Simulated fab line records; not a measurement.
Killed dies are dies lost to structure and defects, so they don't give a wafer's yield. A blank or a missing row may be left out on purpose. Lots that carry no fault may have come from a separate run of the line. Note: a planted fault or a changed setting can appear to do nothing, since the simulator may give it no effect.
What tool caused it?	flow n5-finfet	72 wafers from 24 lots sampled at 6 of the route's 1938 steps

== WHAT EACH GAUGE READ, for each wafer ==
N5_BEOL_M6_RS_MEAS_57: uses a four-point probe to measure.
lot	measured	on	M6_RS (ohm/sq)
L075	day 9 00:36	film-metro-02	0.269 0.268 0.272
L074	day 9 01:11	film-metro-01	0.285 0.281 0.289
L077	day 9 15:50	film-metro-01	0.267 0.272 0.269
L078	day 9 19:52	film-metro-02	0.276 0.273 0.276
L079	day 9 21:34	film-metro-02	0.279 0.292 0.285
L076	day 9 22:19	film-metro-01	0.287 0.267 0.274
L081	day 10 04:21	film-metro-01	0.285 0.283 0.283
L080	day 10 05:17	film-metro-01	0.265 0.271 0.273
L082	day 10 16:07	film-metro-02	0.294 0.280 0.292
L083	day 10 22:58	film-metro-02	0.281 0.287 0.294
L084	day 11 09:20	film-metro-01	0.283 0.281 0.290
L085	day 11 16:23	film-metro-02	0.283 0.288 0.297
L087	day 11 21:43	film-metro-02	0.272 0.285 0.275
L086	day 12 05:08	film-metro-02	0.287 0.286 0.284
L088	day 12 05:20	film-metro-01	0.277 0.272 0.288
L089	day 12 10:20	film-metro-02	0.281 0.279 0.279
L090	day 12 18:43	film-metro-02	0.273 0.264 0.275
L091	day 12 20:50	film-metro-02	0.297 0.294 0.291
L093	day 13 08:28	film-metro-02	0.296 0.287 0.284
L092	day 13 14:10	film-metro-02	0.282 0.292 0.293
L094	day 13 23:44	film-metro-02	0.277 0.289 0.270
L095	day 14 02:46	film-metro-02	0.287 0.287 0.286
L096	day 14 02:58	film-metro-02	0.289 0.281 0.289
L097	day 14 08:21	film-metro-01	0.280 0.277 0.286

N5_BEOL_M7_THK_MEAS_01.
lot	measured	on	M7_ILD_THK (nm)
L075	day 9 01:14	film-metro-02	152.8 153.0 156.5
L074	day 9 01:50	film-metro-01	157.1 156.3 157.1
L077	day 9 16:30	film-metro-01	151.4 153.9 151.5
L078	day 9 20:31	film-metro-02	151.0 154.4 153.5
L079	day 9 22:16	film-metro-02	152.3 155.2 155.2
L076	day 9 22:57	film-metro-02	155.8 154.9 154.1
L081	day 10 05:41	film-metro-01	153.8 158.0 159.8
L080	day 10 06:48	film-metro-02	152.7 154.5 156.2
L082	day 10 17:14	film-metro-01	150.7 154.3 154.0
L083	day 10 23:36	film-metro-02	153.8 153.8 156.6
L084	day 11 09:59	film-metro-02	154.8 158.3 155.7
L085	day 11 17:02	film-metro-01	155.1 154.6 156.6
L087	day 11 22:22	film-metro-02	156.0 156.1 156.5
L086	day 12 05:47	film-metro-02	154.2 154.7 157.0
L088	day 12 05:58	film-metro-02	155.7 153.9 157.5
L089	day 12 10:58	film-metro-01	152.7 153.5 154.6
L090	day 12 19:27	film-metro-01	151.9 155.7 154.6
L091	day 12 21:28	film-metro-02	152.6 154.2 158.5
L093	day 13 09:06	film-metro-02	153.2 153.4 157.7
L092	day 13 14:49	film-metro-02	150.5 153.5 154.4
L094	day 14 00:22	film-metro-02	155.4 156.4 157.8
L095	day 14 03:24	film-metro-02	152.9 151.2 156.4
L096	day 14 04:05	film-metro-02	153.8 151.8 156.3
L097	day 14 09:28	film-metro-02	152.5 155.3 154.9

N5_BEOL_M7_CD_MEAS_35: the cd target is 40 nm.
lot	measured	on	cd-nm (nm)
L075	day 9 06:35	cd-sem-03	41.2 40.7 40.3
L074	day 9 06:50	cd-sem-02	40.5 40.3 40.5
L077	day 9 19:25	cd-sem-02	40.1 40.6 39.9
L078	day 9 22:47	cd-sem-01	40.9 41.3 40.3
L079	day 10 02:07	cd-sem-03	40.5 40.8 40.8
L076	day 10 02:55	cd-sem-02	39.9 40.6 40.1
L081	day 10 10:34	cd-sem-02	39.9 40.0 40.4
L080	day 10 12:28	cd-sem-03	39.3 41.2 41.3
L082	day 10 22:16	cd-sem-03	40.4 40.1 40.0
L083	day 11 05:22	cd-sem-01	39.4 39.5 39.0
L084	day 11 13:08	cd-sem-02	40.7 40.6 41.3
L085	day 11 20:11	cd-sem-03	40.1 38.8 40.9
L087	day 12 02:24	cd-sem-02	40.9 40.5 40.0
L086	day 12 12:16	cd-sem-02	40.1 39.5 40.1
L088	day 12 11:51	cd-sem-03	39.7 39.4 40.5
L089	day 12 16:40	cd-sem-02	39.1 39.9 40.7
L090	day 12 23:02	cd-sem-02	39.4 40.4 38.6
L091	day 13 00:35	cd-sem-03	40.8 40.5 41.0
L093	day 13 17:13	cd-sem-02	39.4 40.8 40.1
L092	day 13 21:50	cd-sem-01	39.4 39.9 39.6
L094	day 14 04:35	cd-sem-03	40.4 39.7 40.3
L095	day 14 06:54	cd-sem-03	39.5 40.8 39.6
L096	day 14 07:04	cd-sem-02	39.8 39.2 39.7
L097	day 14 13:53	cd-sem-03	40.9 41.0 41.7

== WHICH TOOL RAN EACH LOT (tool, then ch and the chambers of the sampled wafers, then the start) ==
lot	N5_BEOL_M6_CMP_52	N5_BEOL_M7_HM_DEP_02	N5_BEOL_M7_HM_OPEN_17
L075	cmp-04 ch 1,3, day 9 00:13	pvd-sputter-02, day 9 02:58	rie-metal-02 ch 0,1, day 9 03:51
L074	cmp-01 ch 0,1,3, day 9 00:46	pvd-sputter-01, day 9 03:01	rie-metal-02 ch 0,1, day 9 04:10
L077	cmp-04 ch 1,2,3, day 9 15:29	pvd-sputter-01, day 9 16:50	rie-metal-03 ch 0, day 9 17:46
L078	cmp-04 ch 0,2, day 9 19:26	pvd-sputter-03, day 9 20:43	rie-metal-02 ch 0, day 9 21:29
L079	cmp-04 ch 0,1,3, day 9 21:08	pvd-sputter-03, day 9 23:09	rie-metal-01 ch 1, day 10 00:26
L076	cmp-04 ch 0,2,3, day 9 21:55	pvd-sputter-03, day 9 23:31	rie-metal-03 ch 0,1, day 10 00:39
L081	cmp-01 ch 0,2,3, day 10 03:58	pvd-sputter-02, day 10 08:01	rie-metal-03 ch 0,1, day 10 09:04
L080	cmp-01 ch 0,1,3, day 10 04:56	pvd-sputter-01, day 10 08:19	rie-metal-02 ch 0, day 10 09:21
L082	cmp-02 ch 1,2,3, day 10 15:44	pvd-sputter-01, day 10 18:24	rie-metal-02 ch 0, day 10 19:08
L083	cmp-02 ch 1,2, day 10 22:32	pvd-sputter-01, day 11 01:40	rie-metal-01 ch 0, day 11 02:25
L084	cmp-01 ch 0,1,2, day 11 08:59	pvd-sputter-03, day 11 10:34	rie-metal-02 ch 0,1, day 11 11:49
L085	cmp-01 ch 0,3, day 11 15:58	pvd-sputter-01, day 11 17:55	rie-metal-01 ch 0,1, day 11 18:43
L087	cmp-02 ch 0,1,3, day 11 21:22	pvd-sputter-01, day 11 22:35	rie-metal-02 ch 1, day 11 23:29
L086	cmp-04 ch 0,1,3, day 12 04:43	pvd-sputter-01, day 12 06:55	rie-metal-01 ch 0,1, day 12 07:47
L088	cmp-02 ch 1,3, day 12 04:56	pvd-sputter-01, day 12 07:01	rie-metal-03 ch 0,1, day 12 07:58
L089	cmp-04 ch 1,2,3, day 12 09:59	pvd-sputter-02, day 12 12:16	rie-metal-01 ch 0,1, day 12 13:39
L090	cmp-04 ch 0,1,3, day 12 18:22	pvd-sputter-01, day 12 19:33	rie-metal-02 ch 0,1, day 12 20:19
L091	cmp-01 ch 0,2,3, day 12 20:24	pvd-sputter-02, day 12 22:31	rie-metal-02 ch 0,1, day 12 23:15
L093	cmp-02 ch 0,1,3, day 13 07:43	pvd-sputter-03, day 13 09:50	rie-metal-03 ch 0,1, day 13 10:47
L092	cmp-04 ch 1,2,3, day 13 13:46	pvd-sputter-02, day 13 17:18	rie-metal-02 ch 0,1, day 13 18:10
L094	cmp-02 ch 1,2,3, day 13 23:25	pvd-sputter-02, day 14 01:11	rie-metal-01 ch 0,1, day 14 02:02
L095	cmp-01 ch 0,1,2, day 14 02:22	pvd-sputter-02, day 14 04:37	rie-metal-03 ch 1, day 14 05:29
L096	cmp-01 ch 0,1, day 14 02:33	pvd-sputter-01, day 14 04:42	rie-metal-01 ch 0,1, day 14 05:39
L097	cmp-01 ch 0,2,3, day 14 08:00	pvd-sputter-02, day 14 10:30	rie-metal-01 ch 0,1, day 14 11:38
- N5_BEOL_M6_CMP_52: polishes, stops on SiCOH lowk, t overpolish 6.9 s, target thk 80 nm.
- N5_BEOL_M7_HM_DEP_02: deposits TiN, target thk 20 nm.
- N5_BEOL_M7_HM_OPEN_17: chemistry Cl2/BCl3, target TiN, target depth 20 nm, overetch 6 nm.

== WHAT THE TOOLS THEMSELVES READ (means of the sampled wafers that have a number; where no wafer has one, the mark that the record gives instead) ==
N5_BEOL_M6_CMP_52.
lot	tool	barrier-field-endpoint-s (s)	clearing-platen-down-force-psi (psi)	edge-zone-pressure-frac	motor-current-A (A)	overpolish-run-s (s)	pad-life-wafers	retaining-ring-pressure-frac	slurry-flow-ml-min	time-to-endpoint-s (s)
L075	cmp-04	29.9	1.502	1.002	6.1	6.901	1106	1.000	149.9	68
L074	cmp-01	29.1	1.501	1.004	5.6	6.895	1880	1.002	150.0	67
L077	cmp-04	29.2	1.496	1.000	5.7	6.905	1226	0.997	149.9	67
L078	cmp-04	29.3	1.501	0.999	5.3	6.894	1255	0.994	149.8	64
L079	cmp-04	28.9	1.501	1.001	6.0	6.903	1285	0.997	149.7	67
L076	cmp-04	29.5	1.497	1.002	5.6	6.901	1298	0.998	149.9	70
L081	cmp-01	29.0	1.503	0.999	6.0	6.900	50	1.001	150.0	62
L080	cmp-01	28.8	1.497	1.000	5.4	6.893	62	1.004	149.9	63
L082	cmp-02	28.5	1.498	1.001	6.1	6.899	398	0.997	149.8	59
L083	cmp-02	29.4	1.502	1.000	5.9	6.898	458	1.002	149.8	61
L084	cmp-01	29.2	1.498	1.002	6.3	6.903	332	1.002	149.7	64
L085	cmp-01	28.9	1.498	1.000	5.1	6.895	390	1.003	150.1	61
L087	cmp-02	28.6	1.500	1.005	6.3	6.894	632	1.005	150.5	63
L086	cmp-04	29.6	1.499	1.004	5.8	6.908	1681	1.003	150.0	65
L088	cmp-02	28.4	1.503	0.996	6.3	6.908	716	0.996	150.0	62
L089	cmp-04	29.2	1.505	1.002	5.8	6.906	1730	1.005	150.3	67
L090	cmp-04	29.3	1.502	1.005	5.7	6.903	1790	1.004	149.7	66
L091	cmp-01	28.7	1.495	1.005	6.0	6.902	614	1.001	149.2	61
L093	cmp-02	28.9	1.500	1.000	6.2	6.899	973	1.002	149.8	64
L092	cmp-04	29.4	1.502	0.999	5.7	6.898	1970	1.000	149.9	66
L094	cmp-02	28.7	1.498	0.999	6.0	6.897	1119	1.003	149.4	61
L095	cmp-01	29.8	1.499	0.999	6.4	6.908	698	1.004	150.6	62
L096	cmp-01	28.5	1.498	0.999	6.0	6.907	702	0.997	150.1	61
L097	cmp-01	29.6	1.502	0.998	5.9	6.905	746	0.998	150.0	61

N5_BEOL_M7_HM_DEP_02.
lot	tool	throttle-valve-pct (%)
L075	pvd-sputter-02	31.2
L074	pvd-sputter-01	30.3
L077	pvd-sputter-01	30.2
L078	pvd-sputter-03	30.1
L079	pvd-sputter-03	30.4
L076	pvd-sputter-03	30.9
L081	pvd-sputter-02	30.1
L080	pvd-sputter-01	29.7
L082	pvd-sputter-01	29.2
L083	pvd-sputter-01	30.3
L084	pvd-sputter-03	30.8
L085	pvd-sputter-01	29.4
L087	pvd-sputter-01	29.5
L086	pvd-sputter-01	29.1
L088	pvd-sputter-01	30.1
L089	pvd-sputter-02	28.4
L090	pvd-sputter-01	29.2
L091	pvd-sputter-02	31.8
L093	pvd-sputter-03	30.7
L092	pvd-sputter-02	30.7
L094	pvd-sputter-02	30.8
L095	pvd-sputter-02	30.1
L096	pvd-sputter-01	29.8
L097	pvd-sputter-02	31.3

N5_BEOL_M7_HM_OPEN_17.
lot	tool	drypump-motor-current-A (A)	mfc-cl2-sccm (sccm)	oes_ar_750_au (a.u.)	oes-product-au (a.u.)	throttle-valve-pct (%)
L075	rie-metal-02	5.7	53.27	0.71	0.60	22.24
L074	rie-metal-02	5.7	53.20	0.71	0.61	22.23
L077	rie-metal-03	5.6	53.39	0.70	0.60	22.39
L078	rie-metal-02	6.0	53.39	0.75	0.65	22.15
L079	rie-metal-01	6.5	53.30	0.61	0.52	22.65
L076	rie-metal-03	5.8	53.19	0.80	0.69	21.95
L081	rie-metal-03	5.7	53.27	0.75	0.65	22.16
L080	rie-metal-02	6.0	53.28	0.74	0.65	22.15
L082	rie-metal-02	6.0	53.14	0.74	0.64	22.15
L083	rie-metal-01	6.4	53.40	0.73	0.64	22.08
L084	rie-metal-02	5.7	53.49	0.82	0.70	22.14
L085	rie-metal-01	6.5	53.23	0.88	0.75	22.19
L087	rie-metal-02	5.1	53.34	0.99	0.80	22.17
L086	rie-metal-01	6.4	53.20	0.80	0.68	22.15
L088	rie-metal-03	5.7	53.33	0.78	0.69	21.96
L089	rie-metal-01	6.5	53.31	0.86	0.73	22.21
L090	rie-metal-02	5.7	53.24	0.80	0.68	22.16
L091	rie-metal-02	5.7	53.33	0.80	0.68	22.16
L093	rie-metal-03	5.8	53.26	0.77	0.68	21.95
L092	rie-metal-02	5.8	53.33	0.80	0.68	22.17
L094	rie-metal-01	6.4	53.26	0.78	0.66	22.17
L095	rie-metal-03	5.9	53.25	0.81	0.71	21.73
L096	rie-metal-01	6.5	53.24	0.84	0.72	22.20
L097	rie-metal-01	6.4	53.14	0.77	0.67	22.16

== THE ANSWER, worked out from the rows above alone ==
Rule: what is usual is taken from the lots themselves. Put in order of their means at a reading, lots are off if they are a third of the lots or fewer, leave a main group of 4 or more, and stand apart from it by a gap of 3 or more times the standard deviation of the main group's means; of several such gaps the widest counts. A main group whose means are all the same, to the digits that the tables above print for the reading, isn't used. A lot without any number at a reading at which 4 lots or more have one is off too. The other lots that the step has rows for count as sound. The gauges are gone through in route order, then the tools' own readings, and for those a lot's mean is taken as printed above. At the first step where some lot is off, the reading lying furthest off is the one used; lots without a number count as furthest.
Across all readings shown, no lot is off: no conclusion can be drawn from this.

== WHAT THE SIMULATOR HAD PUT IN ==
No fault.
